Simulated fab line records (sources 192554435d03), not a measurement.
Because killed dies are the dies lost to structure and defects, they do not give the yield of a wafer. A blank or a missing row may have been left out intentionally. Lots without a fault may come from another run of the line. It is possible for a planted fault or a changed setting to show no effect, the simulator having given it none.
fab line records | flow n5-finfet
record: lots: 10 wafers: 27 last-day: 18
route steps=1938 shown BEOL_M4@1111 BEOL_M8@1354 PASSIVATION@1936
lots with no fault: from the same line, run without faults
start-h: start of the lot's first displayed wafer, in hours after the record's first day | wait-h: how many hours have passed since the lot's step before this one | " the same as in the row above | L1.1+2: a single row standing in for several wafers | - no value, or no start was given | * or withheld: withheld | < > ~ a bound
route shown NAME@n: names a module that has steps shown in the file, with the first one's number in the route | usual: the fault-free wafers' mean and standard deviation | same: alike in all rows | chamber/n: place in a boat | sites: per-site readings | _std_site: the standard deviation of these | _edge_site: mean of outer sites minus mean of inner sites | radius-mm: how far each site lies from the wafer's centre | mask NAME#n: copy n | behind: tool/chamber where the wafer was last shaped | hold: why the lot was held/for how many hours/how that ended | device: the transistor (n, p or np) that didn't switch | end of line: tests run on the same wafers once the route is complete | step lacking rows: just its recipe | killed: at the first sort, the dies lost to defects and structure; wafer yield is something else | map: the dies of a wafer, with x for killed, . for not killed, _ for no die there
set.NAME: the setting that was run; set.NAME@STEP: the one run at that earlier step | model.NAME: the simulator's own value behind a step, which no gauge read
route steps across a sampled set of lots; one table per step, one row per wafer
services: when a tool's chamber went out of use (start-h, in hours from the record's first day, below 0 if earlier), for how many hours, and the reason
== steps ==
step: N5_BEOL_M4_RC_MEAS_101
usual: DIBL_N: 35.0/2.4 DIBL_P: 35.4/2.8 IOFF_N: 0.14/0.045 IOFF_P: 0.20/0.048 ION_N: 667/19 ION_P: 460/11 SS_N: 71.2/0.71 SS_P: 73.1/0.86 VT_N: 252/4.6 VT_P: -251/3.4
columns lot.wafer tool chamber start-h wait-h DIBL_N[mV/V] DIBL_P[mV/V] IOFF_N[nA/um] IOFF_P[nA/um] ION_N[uA/um] ION_P[uA/um] SS_N[mV/dec] SS_P[mV/dec] VT_N[mV] VT_P[mV]
L541.2 prober-01 0 172.25 0.2 33.3 34.5 0.13 0.18 651 451 70.5 73.0 249 -251
L541.3 " 0 " " 31.0 32.4 0.10 0.16 664 467 70.0 72.4 253 -251
L541.5 " 0 " " 35.2 38.2 0.17 0.25 688 481 70.3 73.1 246 -246
L542.3 prober-02 0 172.56 0.3 36.5 37.5 0.17 0.24 679 464 71.8 73.7 250 -249
L542.5 " 0 " " 33.4 33.1 0.12 0.17 663 456 70.4 72.9 253 -252
L542.6 " 0 " " 36.5 38.6 0.18 0.25 687 474 72.3 74.1 248 -248
L543.1 prober-01 0 175.98 0.0 33.2 32.2 0.12 0.18 673 469 70.8 72.8 252 -250
L543.2 " 0 " " 37.2 35.9 0.19 0.24 680 459 72.0 73.8 247 -247
L543.5 " 0 " " 36.4 34.9 0.16 0.21 650 453 72.1 73.5 252 -248
L544.3 prober-02 0 182.25 0.3 37.4 38.2 0.21 0.25 689 473 72.0 73.7 246 -248
L544.4 " 0 " " 37.7 37.8 0.21 0.24 677 462 71.7 74.5 246 -248
L544.6 " 0 " " 38.5 39.6 0.21 0.27 676 464 71.7 74.2 247 -248
L553.2 prober-02 0 238.89 0.2 34.3 35.8 0.14 0.20 673 469 71.1 73.4 251 -251
L553.6 " 0 " " 35.7 38.3 0.16 0.24 665 465 71.5 73.6 250 -250
L557.1 prober-02 0 256.60 0.0 34.4 35.0 0.13 0.22 682 480 71.5 72.7 251 -248
L557.4 " 0 " " 29.6 28.2 0.07 0.13 629 446 69.8 70.5 260 -255
L557.5 " 0 " " 33.6 33.9 0.12 0.20 671 471 70.3 72.4 253 -247
L558.2 prober-01 0 276.24 0.2 31.3 32.2 0.10 0.15 637 439 71.1 71.9 255 -255
L558.3 " 0 " " 36.8 38.9 0.18 0.23 653 448 72.3 73.9 250 -253
L558.5 " 0 " " 31.7 32.6 0.11 0.15 669 461 70.9 72.4 253 -256
L560.1 prober-02 0 276.89 0.3 39.2 41.4 0.22 0.33 688 483 71.9 74.8 243 -246
L560.2 " 0 " " 34.4 30.3 0.11 0.14 631 437 71.8 72.3 258 -258
L560.3 " 0 " " 37.5 36.4 0.17 0.21 666 456 71.4 74.4 249 -252
L563.2 prober-02 0 302.41 0.2 33.1 36.2 0.12 0.18 654 457 71.3 72.9 253 -251
L563.3 " 0 " " 36.3 39.3 0.19 0.23 702 479 72.0 74.1 243 -248
L564.2 prober-01 0 311.42 0.2 34.6 35.6 0.14 0.20 681 471 70.7 73.5 251 -252
L564.6 " 0 " " 33.8 34.3 0.11 0.17 656 450 70.9 73.0 256 -256
step: N5_BEOL_M8_STRIP_19
recipe: chemistry: O2 power-w: 400 temp-c: 40 pressure-mtorr: 30 rf-frequency-hz: 6e+07 bias-power-w: 0 overash-fraction: 0.2 o2-flow-sccm: 225
usual: drypump-motor-current-A: 5.7/0.47 o2-flow-sccm: 225.0/0.69 oes-product-au: 0.81/0.094 rf-vpp-V: 3.7/0.56 showerhead-plenum-p-Torr: 2.11/0.11 throttle-valve-pct: 16.68/0.21
columns lot.wafer tool chamber start-h wait-h drypump-motor-current-A o2-flow-sccm oes-product-au rf-hours-counter-h rf-vpp-V showerhead-plenum-p-Torr throttle-valve-pct
L542.3 rie-diel-05 2 208.90 0.2 6.3 224.3 0.75 195 3.6 1.99 16.56
L542.5 " 0 " " 5.8 224.5 0.92 - 4.1 2.07 16.55
L542.6 " 1 " " 6.5 224.7 0.97 - 4.3 2.25 16.71
L541.2 rie-diel-03 2 209.01 0.2 5.2 223.9 0.79 133 3.8 1.98 16.51
L541.3 " 3 " " 5.4 224.2 0.69 218 3.0 2.07 16.77
L541.5 " 3 " " 5.3 224.7 0.69 - 3.9 2.07 16.78
L543.1 rie-diel-05 0 211.11 0.2 5.8 224.0 0.93 23 4.1 2.07 16.56
L543.2 " 2 " " 6.3 225.5 0.74 196 3.3 1.99 16.53
L543.5 " 0 " " 5.8 224.0 0.92 - 3.1 2.07 16.55
L544.3 rie-diel-04 1 216.53 0.1 4.9 226.6 0.70 201 3.4 2.00 16.91
L544.4 " 2 " " 6.1 225.7 0.69 230 4.4 2.01 17.24
L544.6 " 3 " " 5.4 225.0 0.98 - 4.3 2.24 16.38
L553.2 rie-diel-04 0 270.06 0.1 5.5 225.4 0.89 46 3.4 2.15 16.42
L553.6 " 0 " " 5.5 225.4 0.89 - 4.1 2.15 16.41
L557.1 rie-diel-04 0 291.15 0.1 5.5 224.6 0.88 58 3.6 2.15 16.46
L557.4 " 1 " " 4.9 225.1 0.68 - 3.8 1.99 16.95
L557.5 " 3 " " 5.3 225.1 0.90 - 3.6 2.22 16.44
L558.2 rie-diel-04 2 308.92 0.1 6.1 225.6 0.96 4 4.1 2.27 16.79
L558.3 " 3 " " 5.3 225.9 0.89 47 3.4 2.22 16.44
L558.5 " 3 " " 5.3 224.3 0.88 - 3.8 2.22 16.44
L560.1 rie-diel-04 2 313.19 0.1 6.1 225.2 0.95 6 3.3 2.27 16.78
L560.2 " 3 " " 5.3 224.9 0.89 48 3.4 2.22 16.47
L560.3 " 1 " " 4.9 222.8 0.67 243 3.5 1.98 16.99
L563.2 rie-diel-03 2 338.80 0.1 5.2 224.2 0.74 186 4.0 1.97 16.58
L563.3 " 3 " " 5.3 226.0 0.94 4 4.6 2.06 16.41
L564.2 rie-diel-03 2 346.97 0.1 5.2 224.9 0.74 189 4.3 1.97 16.61
L564.6 " 2 " " 5.2 225.0 0.74 - 3.2 1.97 16.58
step: N5_BEOL_M8_CD_MEAS_28
recipe: target-cd-nm: 40 landing-energy-ev: 500 detector: se-inlens
usual: cd-nm: 40.07/0.25
columns lot.wafer tool chamber start-h wait-h cd-nm
L541.2 cd-sem-02 0 209.47 - 39.81
L541.3 " 0 " " 39.87
L541.5 " 0 " " 40.15
L542.3 cd-sem-03 0 209.74 - 40.01
L542.5 " 0 " " 40.01
L542.6 " 0 " " 40.27
L543.1 cd-sem-02 0 211.52 - 39.98
L543.2 " 0 " " 39.74
L543.5 " 0 " " 39.69
L544.3 cd-sem-01 0 219.91 - 40.37
L544.4 " 0 " " 39.75
L544.6 " 0 " " 40.24
L553.2 cd-sem-02 0 271.72 - 40.03
L553.6 " 0 " " 40.16
L557.1 cd-sem-02 0 294.48 - 40.05
L557.4 " 0 " " 39.89
L557.5 " 0 " " 40.05
L558.2 cd-sem-03 0 311.99 - 40.05
L558.3 " 0 " " 40.44
L558.5 " 0 " " 40.07
L560.1 cd-sem-02 0 313.58 - 39.77
L560.2 " 0 " " 40.21
L560.3 " 0 " " 40.08
L563.2 cd-sem-03 0 339.93 - 40.36
L563.3 " 0 " " 40.42
L564.2 cd-sem-03 0 349.09 - 40.39
L564.6 " 0 " " 40.21
step: N5_BEOL_M8_VIA_ETCH_34
recipe: chemistry: C4F6/O2 target: SiCOH_lowk target-depth-a: 1255 mask-material: SOC taper-deg: 4 time-s: 50.5 ion-energy-ev: 250 pressure-mtorr: 30 source-w: 345 bias-w: 185 Ar_flow_sccm: 300 C4F6_flow_sccm: 10 O2_flow_sccm: 10
usual: drypump-motor-current-A: 5.6/0.43 oes_f_703_au: 0.81/0.1 oes-product-au: 0.80/0.093 rf-vpp-V: 669/15 showerhead-plenum-p-Torr: 2.84/0.13 throttle-valve-pct: 20.92/0.28
columns lot.wafer tool chamber start-h wait-h drypump-motor-current-A oes_f_703_au oes-product-au rf-hours-counter-h rf-vpp-V showerhead-plenum-p-Torr throttle-valve-pct
L541.2 rie-diel-05 2 209.77 0.0 6.3 0.72 0.73 196 673 2.72 20.72
L541.3 " 0 " " 5.8 0.91 0.93 23 675 2.75 20.47
L541.5 " 0 " " 5.8 0.91 0.92 - 675 2.75 20.48
L542.3 rie-diel-04 0 210.04 0.0 5.5 1.01 0.95 25 656 2.88 20.40
L542.5 " 1 " " 4.9 0.68 0.71 - 693 2.72 21.09
L542.6 " 0 " " 5.5 1.00 0.96 - 656 2.88 20.40
L543.1 rie-diel-03 1 211.88 0.0 6.0 0.75 0.76 144 665 2.76 21.35
L543.2 " 0 " " 5.5 0.90 0.86 55 668 3.03 20.75
L543.5 " 0 " " 5.5 0.91 0.87 - 669 3.03 20.74
L544.3 rie-diel-05 0 220.70 0.0 5.8 0.90 0.91 27 676 2.75 20.47
L544.4 " 3 " " 6.0 0.81 0.81 118 668 2.99 20.82
L544.6 " 2 " " 6.3 0.72 0.72 - 672 2.72 20.74
L553.2 rie-diel-03 1 272.29 0.0 6.1 0.74 0.55 164 664 2.75 21.33
L553.6 " 2 " " 5.2 0.76 0.56 - 674 2.75 20.94
L557.1 rie-diel-05 3 294.81 0.0 6.0 0.79 0.79 143 667 2.98 20.86
L557.4 " 3 " " 6.0 0.79 0.79 - 666 2.98 20.90
L557.5 " 1 " " 6.5 0.83 0.89 - 716 2.98 20.77
L558.2 rie-diel-05 2 312.29 0.0 6.3 0.69 0.70 228 671 2.70 20.76
L558.3 " 0 " " 5.8 0.84 0.84 58 676 2.74 20.54
L558.5 " 0 " " 5.8 0.85 0.85 - 675 2.74 20.54
L560.1 rie-diel-04 3 314.09 0.0 5.3 0.91 0.89 49 677 3.02 20.82
L560.2 " 1 " " 4.9 0.65 0.66 243 692 2.70 21.15
L560.3 " 2 " " 6.1 0.98 0.95 6 646 3.02 20.86
L563.2 rie-diel-04 3 340.50 0.0 5.3 0.89 0.87 60 677 3.02 20.82
L563.3 " 0 " " 5.5 0.92 0.87 69 654 2.86 20.45
L564.2 rie-diel-03 0 349.56 0.0 5.5 0.84 0.81 103 666 3.01 20.81
L564.6 " 1 " " 6.0 0.71 0.72 - 664 2.74 21.43
step: N5_BEOL_M8_CD_MEAS_35
recipe: target-cd-nm: 40 polarity: opening
usual: cd-nm: 39.7/0.64
columns lot.wafer tool chamber start-h wait-h cd-nm
L541.2 cd-sem-01 - 210.19 0.0 39.2
L541.3 " - " " 39.1
L541.5 " - " " 40.9
L542.3 cd-sem-03 - 210.45 0.0 39.9
L542.5 " - " " 40.1
L542.6 " - " " 41.5
L543.1 cd-sem-03 - 212.29 0.0 39.6
L543.2 " - " " 40.0
L543.5 " - " " 40.3
L544.3 cd-sem-01 - 221.10 0.0 38.8
L544.4 " - " " 40.3
L544.6 " - " " 38.5
L553.2 cd-sem-03 - 272.80 0.0 39.7
L553.6 " - " " 40.3
L557.1 cd-sem-03 - 295.21 0.0 38.9
L557.4 " - " " 40.2
L557.5 " - " " 40.7
L558.2 cd-sem-01 - 312.69 0.0 40.3
L558.3 " - " " 40.3
L558.5 " - " " 39.7
L560.1 cd-sem-01 - 314.50 0.0 40.8
L560.2 " - " " 39.6
L560.3 " - " " 39.9
L563.2 cd-sem-03 - 340.90 0.0 40.0
L563.3 " - " " 40.1
L564.2 cd-sem-02 - 349.96 0.0 39.9
L564.6 " - " " 39.7
step: N5_PASSIVATION_PROBE_49
usual: defect-limited-yield: 91.7/1.4 killed_at_M0_to_M3: 32/9.7 killed_at_M4_up: 14/5.5 killed-at-contacts: 13/6.1 killed-at-front-end: 35/10 killed-at-other: 4.2/2.9 killed-dies: 98/17 killed-on-rim: 13/4.2 killed-open: 63/12 killed-short: 32/7.7 sort_bin_5_function: 4.8/0.9 sort_bin_6_memory: 3.1/0.63 sort_bin_8_speed: 1/3.3 sort-n-pass: 1073/41
same: gross-dies: 1180 killed-at-back-side: 0 sort_bin_4_leakage[%]: 0
columns lot.wafer tool chamber start-h wait-h defect-limited-yield[%] killed_at_M0_to_M3 killed_at_M4_up killed-at-contacts killed-at-front-end killed-at-other killed-dies killed-on-rim killed-open killed-short sort_bin_5_function[%] sort_bin_6_memory[%] sort_bin_8_speed[%] sort-n-pass
L543.1 prober-02 - 276.29 0.0 89.7 28 28 11 48 7 122 17 74 42 6.0 3.7 0 1058
L543.2 prober-02 - 276.34 0.1 93.0 13 23 8 34 5 83 9 53 28 4.3 2.5 0 1097
L543.5 prober-02 - 276.49 0.2 91.3 34 23 13 29 4 103 21 62 39 5.0 3.5 0 1076
L541.2 prober-02 - 276.64 0.3 88.8 32 20 18 55 7 132 21 76 49 5.5 4.7 0 1048
L541.3 prober-02 - 276.69 0.4 89.6 34 23 4 61 1 123 14 82 39 5.9 3.9 0 1057
L541.5 prober-02 - 276.79 0.5 88.8 40 38 11 43 0 132 18 91 39 6.5 4.4 0 1048
L542.3 prober-02 - 279.18 0.1 92.9 25 9 12 38 0 84 8 56 26 4.6 2.4 0 1096
L542.5 prober-02 - 279.28 0.2 91.4 26 9 20 42 4 101 15 71 27 5.3 3.0 0 1079
L542.6 prober-02 - 279.33 0.3 90.3 37 18 15 40 4 114 17 69 34 5.9 2.5 0 1066
L544.3 prober-01 - 287.71 0.1 92.5 39 11 11 25 3 89 13 56 29 3.9 3.2 0 1091
L544.4 prober-01 - 287.76 0.2 90.5 45 15 16 25 11 112 13 80 27 5.4 3.9 0 1068
L544.6 prober-01 - 287.86 0.3 91.2 41 9 10 39 5 104 19 68 35 5.3 3.2 0 1076
L553.2 prober-02 - 346.93 0.1 0 48 1077 11 43 1 1180 152 66 48 95.8 3.4 0 0
L553.6 prober-02 - 347.13 0.3 0 34 1102 15 29 0 1180 152 54 34 96.4 3.1 0 0
L557.1 prober-02 - 371.98 0.1 92.3 29 8 17 35 2 91 13 53 28 4.0 2.8 0 1089
L557.4 prober-02 - 372.13 0.2 92.5 28 12 13 35 1 89 3 60 27 4.3 2.9 27 774
L557.5 prober-02 - 372.18 0.3 92.6 23 16 9 37 2 87 12 57 23 3.9 2.7 0 1093
L560.1 prober-02 - 383.03 0.0 90.5 42 9 15 43 3 112 16 75 37 5.6 3.5 0 1068
L560.2 prober-02 - 383.08 0.1 91.9 35 12 9 36 3 95 23 61 34 5.1 2.7 12 948
L560.3 prober-02 - 383.13 0.1 91.9 34 9 3 46 3 95 9 56 37 3.7 3.7 0 1085
L558.2 prober-01 - 383.24 0.1 92.1 25 14 16 32 6 93 14 56 34 4.2 3.5 1 1078
L558.3 prober-01 - 383.29 0.1 90.7 27 15 8 51 9 110 19 73 35 5.3 3.6 0 1070
L558.5 prober-01 - 383.39 0.2 89.2 48 17 3 55 5 128 18 76 47 6.3 4.2 0 1052
L563.2 prober-01 - 414.82 0.1 93.1 32 5 15 24 5 81 10 56 23 4.2 2.4 0 1099
L563.3 prober-01 - 414.87 0.1 90.8 33 13 12 47 3 108 22 60 38 5.1 3.1 0 1072
L564.2 prober-02 - 427.49 0.1 92.7 23 9 9 41 4 86 10 56 28 4.5 2.8 0 1094
L564.6 prober-02 - 427.69 0.3 92.1 28 5 10 49 1 93 12 49 37 4.7 2.5 0 1087
killed by level:class
L543.1 BEOL_M4:geometric-particle:open=11 MOL_CONTACT_COAG:geometric-particle:open=10 STI_FIN_REVEAL:geometric-particle:open=8 BEOL_M0_SAQP:geometric-particle:short=8 DUMMY_GATE:geometric-particle:open=7 BEOL_M5:geometric-particle:open=6 MIM_TOP_ETCH:geometric-particle:short=6 FIN_SAQP:geometric-particle:short=5
L543.2 BEOL_M4:geometric-particle:open=14 STI_FIN_REVEAL:geometric-particle:open=8 FIN_SAQP:geometric-particle:short=6 MOL_CONTACT_COAG:geometric-particle:open=5 FIN_SAQP:geometric-particle:open=4 DUMMY_GATE:geometric-particle:open=4 BEOL_M0_SAQP:geometric-particle:short=4 BEOL_M0_SAQP:geometric-particle:open=4
L543.5 BEOL_M4:geometric-particle:open=15 MOL_CONTACT_COAG:geometric-particle:open=13 FIN_SAQP:geometric-particle:short=9 BEOL_M2:geometric-particle:open=9 BEOL_M1:geometric-particle:short=7 BEOL_M1:geometric-particle:open=5 BEOL_M0_SAQP:geometric-particle:short=4 DUMMY_GATE:geometric-particle:open=3
L541.2 MOL_CONTACT_COAG:geometric-particle:open=16 BEOL_M4:geometric-particle:open=13 FIN_SAQP:geometric-particle:open=11 FIN_SAQP:geometric-particle:short=10 BEOL_M2:geometric-particle:open=8 HKMG_FIN:area-etch=7 BEOL_M2:geometric-particle:short=6 ILD0:geometric-particle:short=5
L541.3 STI_FIN_REVEAL:geometric-particle:open=19 FIN_SAQP:geometric-particle:open=18 BEOL_M0_SAQP:geometric-particle:short=12 BEOL_M4:geometric-particle:open=10 FIN_SAQP:geometric-particle:short=9 BEOL_M0_SAQP:geometric-particle:open=5 BEOL_M2:geometric-particle:open=5 BEOL_M3:geometric-particle:open=4
L541.5 BEOL_M4:geometric-particle:open=28 BEOL_M2:geometric-particle:open=13 MOL_CONTACT_COAG:geometric-particle:open=10 FIN_SAQP:geometric-particle:short=9 BEOL_M0_SAQP:geometric-particle:short=8 STI_FIN_REVEAL:geometric-particle:open=7 BEOL_M0_SAQP:geometric-particle:open=7 BEOL_M3:geometric-particle:open=5
L542.3 MOL_CONTACT_COAG:geometric-particle:open=11 BEOL_M0_SAQP:geometric-particle:short=8 STI_FIN_REVEAL:geometric-particle:open=6 GATE_CUT:geometric-particle:short=5 GATE_CUT:geometric-particle:open=5 BEOL_M0_SAQP:geometric-particle:open=5 BEOL_M3:geometric-particle:open=5 STARTING-WAFER:geometric-particle:open=5
L542.5 MOL_CONTACT_COAG:geometric-particle:open=16 STI_FIN_REVEAL:geometric-particle:open=14 BEOL_M0_SAQP:geometric-particle:open=8 BEOL_M3:geometric-particle:open=5 STI_FIN_REVEAL:geometric-particle:short=4 DUMMY_GATE:geometric-particle:open=4 BEOL_M2:geometric-particle:open=4 MIM_TOP:geometric-particle:open=4
L542.6 MOL_CONTACT_COAG:geometric-particle:open=14 STI_FIN_REVEAL:geometric-particle:open=11 BEOL_M4:geometric-particle:open=11 BEOL_M3:geometric-particle:open=9 HKMG_FIN:area-etch=9 BEOL_M0_SAQP:geometric-particle:open=8 BEOL_M0_SAQP:geometric-particle:short=7 FIN_SAQP:geometric-particle:short=5
L544.3 BEOL_M0_SAQP:geometric-particle:short=10 BEOL_M0_SAQP:geometric-particle:open=9 MOL_CONTACT_COAG:geometric-particle:open=8 FIN_SAQP:geometric-particle:open=6 BEOL_M3:geometric-particle:open=6 STI_FIN_REVEAL:geometric-particle:open=5 BEOL_M2:geometric-particle:open=4 BEOL_M0:geometric-particle:open=4
L544.4 MOL_CONTACT_COAG:geometric-particle:open=15 BEOL_M0_SAQP:geometric-particle:open=13 BEOL_M2:geometric-particle:open=9 STI_FIN_REVEAL:geometric-particle:open=6 BEOL_M0_SAQP:geometric-particle:short=6 BEOL_M1:geometric-particle:open=6 BEOL_M4:geometric-particle:open=4 STARTING-WAFER:geometric-particle:short=4
L544.6 FIN_SAQP:geometric-particle:open=10 STI_FIN_REVEAL:geometric-particle:open=9 MOL_CONTACT_COAG:geometric-particle:open=8 BEOL_M0_SAQP:geometric-particle:open=8 BEOL_M2:geometric-particle:open=8 BEOL_M0_SAQP:geometric-particle:short=7 BEOL_M1:geometric-particle:open=6 FIN_SAQP:geometric-particle:short=4
L553.2 BEOL_M8:area-etch=1062 BEOL_M0_SAQP:geometric-particle:short=14 BEOL_M0_SAQP:geometric-particle:open=13 FIN_SAQP:geometric-particle:short=11 MOL_CONTACT_COAG:geometric-particle:open=8 BEOL_M2:geometric-particle:open=8 FIN_SAQP:geometric-particle:open=7 BEOL_M4:geometric-particle:open=7
L553.6 BEOL_M8:area-etch=1091 MOL_CONTACT_COAG:geometric-particle:open=13 BEOL_M1:geometric-particle:open=8 DUMMY_GATE:geometric-particle:open=6 GATE_CUT:geometric-particle:short=6 BEOL_M0_SAQP:geometric-particle:open=5 BEOL_M0_SAQP:geometric-particle:short=5 BEOL_M1:geometric-particle:short=5
L557.1 BEOL_M2:geometric-particle:open=13 MOL_CONTACT_COAG:geometric-particle:open=10 HKMG_FIN:area-etch=7 MOL_CONTACT_COAG:geometric-particle:short=6 STI_FIN_REVEAL:geometric-particle:open=5 BEOL_M3:geometric-particle:open=5 FIN_SAQP:geometric-particle:open=4 GATE_CUT:geometric-particle:short=4
L557.4 MOL_CONTACT_COAG:geometric-particle:open=12 BEOL_M3:geometric-particle:open=8 BEOL_M0_SAQP:geometric-particle:open=6 BEOL_M0_SAQP:geometric-particle:short=6 FIN_SAQP:geometric-particle:short=5 GATE_CUT:geometric-particle:short=5 GATE_CUT:geometric-particle:open=5 BEOL_M2:geometric-particle:open=5
L557.5 MOL_CONTACT_COAG:geometric-particle:open=9 FIN_SAQP:geometric-particle:open=8 FIN_SAQP:geometric-particle:short=7 BEOL_M0_SAQP:geometric-particle:open=6 HKMG_FIN:area-etch=5 STI_FIN_REVEAL:geometric-particle:open=4 BEOL_M0_SAQP:geometric-particle:short=4 BEOL_M3:geometric-particle:open=4
L560.1 FIN_SAQP:geometric-particle:short=15 MOL_CONTACT_COAG:geometric-particle:open=13 FIN_SAQP:geometric-particle:open=12 BEOL_M0_SAQP:geometric-particle:open=12 BEOL_M0_SAQP:geometric-particle:short=9 STI_FIN_REVEAL:geometric-particle:open=7 BEOL_M3:geometric-particle:open=6 BEOL_M1:geometric-particle:open=5
L560.2 BEOL_M0_SAQP:geometric-particle:open=11 BEOL_M0_SAQP:geometric-particle:short=11 FIN_SAQP:geometric-particle:open=10 BEOL_M0:geometric-particle:open=8 FIN_SAQP:geometric-particle:short=7 MOL_CONTACT_COAG:geometric-particle:open=6 BEOL_M5:geometric-particle:open=4 STARTING-WAFER:geometric-particle:open=4
L560.3 BEOL_M0_SAQP:geometric-particle:open=12 FIN_SAQP:geometric-particle:short=9 FIN_SAQP:geometric-particle:open=9 GATE_CUT:geometric-particle:short=6 BEOL_M0:geometric-particle:open=5 DUMMY_GATE:geometric-particle:open=4 BEOL_M1:geometric-particle:open=4 STI_FIN_REVEAL:geometric-particle:open=3
L558.2 MOL_CONTACT_COAG:geometric-particle:open=13 STI_FIN_REVEAL:geometric-particle:open=9 BEOL_M0_SAQP:geometric-particle:short=8 DUMMY_GATE:geometric-particle:open=7 BEOL_M1:geometric-particle:open=5 FIN_SAQP:geometric-particle:short=4 BEOL_M1:geometric-particle:short=4 BEOL_M4:geometric-particle:open=4
L558.3 STI_FIN_REVEAL:geometric-particle:open=26 BEOL_M1:geometric-particle:open=9 BEOL_M4:geometric-particle:open=7 BEOL_M0_SAQP:geometric-particle:open=6 FIN_SAQP:geometric-particle:open=4 STI_FIN_REVEAL:geometric-particle:short=4 GATE_CUT:geometric-particle:short=4 MOL_CONTACT_COAG:geometric-particle:open=4
L558.5 STI_FIN_REVEAL:geometric-particle:open=18 BEOL_M0_SAQP:geometric-particle:open=12 BEOL_M0_SAQP:geometric-particle:short=11 BEOL_M2:geometric-particle:open=8 DUMMY_GATE:geometric-particle:open=7 GATE_CUT:geometric-particle:short=6 BEOL_M2:geometric-particle:short=5 STI_FIN_REVEAL:geometric-particle:short=4
L563.2 MOL_CONTACT_COAG:geometric-particle:open=12 BEOL_M0_SAQP:geometric-particle:open=12 BEOL_M2:geometric-particle:open=6 STI_FIN_REVEAL:geometric-particle:open=5 GATE_CUT:geometric-particle:short=4 BEOL_M0_SAQP:geometric-particle:short=4 FIN_SAQP:geometric-particle:short=3 MOL_CONTACT_COAG:geometric-particle:short=3
L563.3 BEOL_M3:geometric-particle:open=9 FIN_SAQP:geometric-particle:short=8 MOL_CONTACT_COAG:geometric-particle:open=8 HKMG_FIN:area-etch=8 BEOL_M1:geometric-particle:open=7 FIN_SAQP:geometric-particle:open=6 GATE_CUT:geometric-particle:short=6 BEOL_M0_SAQP:geometric-particle:open=5
L564.2 STI_FIN_REVEAL:geometric-particle:open=10 FIN_SAQP:geometric-particle:short=9 BEOL_M0_SAQP:geometric-particle:short=9 MOL_CONTACT_COAG:geometric-particle:open=7 BEOL_M0_SAQP:geometric-particle:open=7 FIN_SAQP:geometric-particle:open=6 DUMMY_GATE:geometric-particle:open=5 BEOL_M2:geometric-particle:open=4
L564.6 FIN_SAQP:geometric-particle:open=13 FIN_SAQP:geometric-particle:short=12 MOL_CONTACT_COAG:geometric-particle:open=7 BEOL_M0_SAQP:geometric-particle:short=7 BEOL_M0_SAQP:geometric-particle:open=6 BEOL_M2:geometric-particle:open=6 BEOL_M1:geometric-particle:open=4 STARTING-WAFER:geometric-particle:short=4
== services ==
columns tool chamber start-h hours kind
rie-diel-04 2 201.91 1.7 repair
rie-diel-05 3 236.18 4.1 repair
rie-diel-03 1 247.14 7.8 repair
rie-diel-04 2 268.75 - clean
rie-diel-04 2 268.75 - consumable-replace:focus-ring
rie-diel-04 2 268.75 - consumable-replace:showerhead
rie-diel-04 2 268.75 31.2 scheduled-down
rie-diel-04 2 268.75 31.2 vent-cycle
rie-diel-05 2 293.13 6.3 repair
rie-diel-03 3 297.06 - clean
rie-diel-03 3 297.06 - consumable-replace:focus-ring
rie-diel-03 3 297.06 31.2 scheduled-down
rie-diel-03 3 297.06 31.2 vent-cycle
rie-diel-04 0 302.16 21.8 repair
rie-diel-04 - 322.52 0.7 repair
rie-diel-04 1 332.38 - clean
rie-diel-04 1 332.38 - consumable-replace:focus-ring
rie-diel-04 1 332.38 - consumable-replace:showerhead
rie-diel-04 1 332.38 17.4 scheduled-down
rie-diel-04 1 332.38 17.4 vent-cycle
== key ==
first-sign: step: N5_BEOL_M8_VIA_ETCH_34 reading: oes-product-au direction: down sigmas: 2.6 usual: 0.80 struck: 0.56
effect: step: N5_PASSIVATION_PROBE_49 reading: killed_at_M4_up direction: up sigmas: 99+ usual: 14 struck: 1090
more-kills-born-at: N5_BEOL_M8_VIA_ETCH_34@rie-diel-03: 2153
met-at N5_BEOL_M8_VIA_ETCH_34
struck-lots L553
struck-wafers L553.2,L553.6
later-rows-left-out L553.2,L553.6
not-acting-at N5_BEOL_M8_STRIP_19,N5_BEOL_M8_CD_MEAS_28,N5_BEOL_M8_CD_MEAS_35
onset-between 211.88 272.29
fault: kind: process-parameter-drift tool: rie-diel-03 chamber: - onset-h: 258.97 steps: N5_BEOL_M8_VIA_ETCH_34 channel: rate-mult offset: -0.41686 shape: step end-h: 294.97 scope: struck-wafers-only
later-rows-left-out: the simulator's readings of these wafers behind a module that went badly wrong aren't trusted and aren't shown, but for the sort
